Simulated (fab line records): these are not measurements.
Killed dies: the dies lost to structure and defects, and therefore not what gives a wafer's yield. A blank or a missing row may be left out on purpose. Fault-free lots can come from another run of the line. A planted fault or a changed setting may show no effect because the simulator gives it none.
A lot that was struck, set against a sound lot    flow n5-finfet    15 steps out of a route of 1938
Sound: these wafers, L405.3, L405.4, L405.6. Wafers struck: L418.2, L418.3, L418.5. The cause is given at the end.
Order at every step that has rows: each side's tool, ch and its chambers, its first start. Under that, the readings that differ: sound wafers    struck wafers    difference of the means    sigmas: that difference in standard deviations of wafers without a fault.
alike: same words and numbers on both sides, and readings whose means sit less than 2 such deviations apart. not compared: any withheld reading, any reading some wafer has no value for, any bound like >300 that may hide the same value, and any number with overlapping values for which the record gives no deviation.
A row with sigmas, a row that says differs or no value, or rows on one side alone: a step with any of these is where the two part. Numbers that have no deviation but don't overlap get no sigmas and don't part them. A reading that every wafer of one side lacks parts them only if that side has two wafers or more.

first, 5 steps without rows for these wafers: N5_BEOL_M14_SOFTBAKE_23 (time 60 s); N5_BEOL_M14_EXPOSE_25 (exposes mask M14, target cd 280 nm); N5_BEOL_M14_PEB_26 (peb time 90 s); N5_BEOL_M14_DEVELOP_27 (develop time 45 s); N5_BEOL_M14_HARDBAKE_32 (time 120 s).
N5_BEOL_M14_CD_MEAS_28: target cd 284.4 nm.
  sound on cd-sem-03 ch 0, day 12 00:15; struck on cd-sem-02 ch 0, day 15 10:50
  alike: cd-nm
N5_BEOL_M14_OVL_MEAS_29:
  sound on overlay-02 ch 0, day 12 00:17; struck on overlay-02 ch 0, day 15 10:52
reading       sound    struck  difference  sigmas
M14_OVL (nm)  1 -7 -7  4 7 12  +12         +2
N5_BEOL_M14_INSPECT_30: inspects for defects (macro).
  sound: defect-inspect-01 at day 12 00:18; struck: defect-inspect-02 at day 15 10:54
  alike: raw-defect-count
N5_BEOL_M14_DESCUM_33: chemistry O2, time 7.9 s.
  sound on rie-diel-05 ch 0,2, day 12 00:57; struck on rie-diel-06 ch 0,2,3, day 15 10:56
  alike: drypump-motor-current-A, o2-flow-sccm, oes-product-au, rf-vpp-V, showerhead-plenum-p-Torr, throttle-valve-pct
  not compared: rf-hours-counter-h
N5_BEOL_M14_ETCH_67: etches SiARC in CF4, target depth 143 nm, time 238.3 s.
  sound on rie-diel-05 ch 0,2, day 12 00:59; struck on rie-diel-06 ch 0,2,3, day 15 10:58
  alike: bias-w, drypump-motor-current-A, etch-rf-on-time-s, oes-product-au, rf-vpp-V, showerhead-plenum-p-Torr, throttle-valve-pct
  not compared: rf-hours-counter-h
N5_BEOL_M14_ETCH_68: etches SOC in N2/H2, time 450 s.
  sound on rie-diel-05 ch 0,2, day 12 01:08; struck on rie-diel-06 ch 0,2,3, day 15 11:07
  alike: bias-w, drypump-motor-current-A, n2-flow-sccm, oes-product-au, rf-vpp-V, showerhead-plenum-p-Torr, throttle-valve-pct
  not compared: rf-hours-counter-h
then, 1 step without rows for these wafers: N5_BEOL_M14_STRIP_69 (strips in N2/H2).
N5_BEOL_M14_TRENCH_ETCH_34: etches SiO2 in C4F8/O2/Ar, target depth 556.65 nm, time 126.9 s.
  sound on rie-diel-05 ch 0,2, day 12 01:25; struck on rie-diel-06 ch 0,2,3, day 15 11:23
reading       sound           struck          difference  sigmas
bias-w (W)    2037 2036 2047  2221 2209 2202  +171        +32
rf-vpp-V (V)  2193 2213 2212  2287 2327 2388  +128        +3
  alike: drypump-motor-current-A, oes_f_703_au, oes-product-au, showerhead-plenum-p-Torr, throttle-valve-pct
  not compared: rf-hours-counter-h
then, 1 step without rows for these wafers: N5_BEOL_M14_STRIP_70 (strips in C4F8/O2/Ar).
N5_PASSIVATION_PROBE_49:
  the record has rows for the sound wafers here (prober-02, day 13 15:20) and none for the struck ones

## WHERE THEY PART
Last at N5_PASSIVATION_PROBE_49 as far as this record goes, first at N5_BEOL_M14_OVL_MEAS_29.

WHY: the cause the simulator had injected
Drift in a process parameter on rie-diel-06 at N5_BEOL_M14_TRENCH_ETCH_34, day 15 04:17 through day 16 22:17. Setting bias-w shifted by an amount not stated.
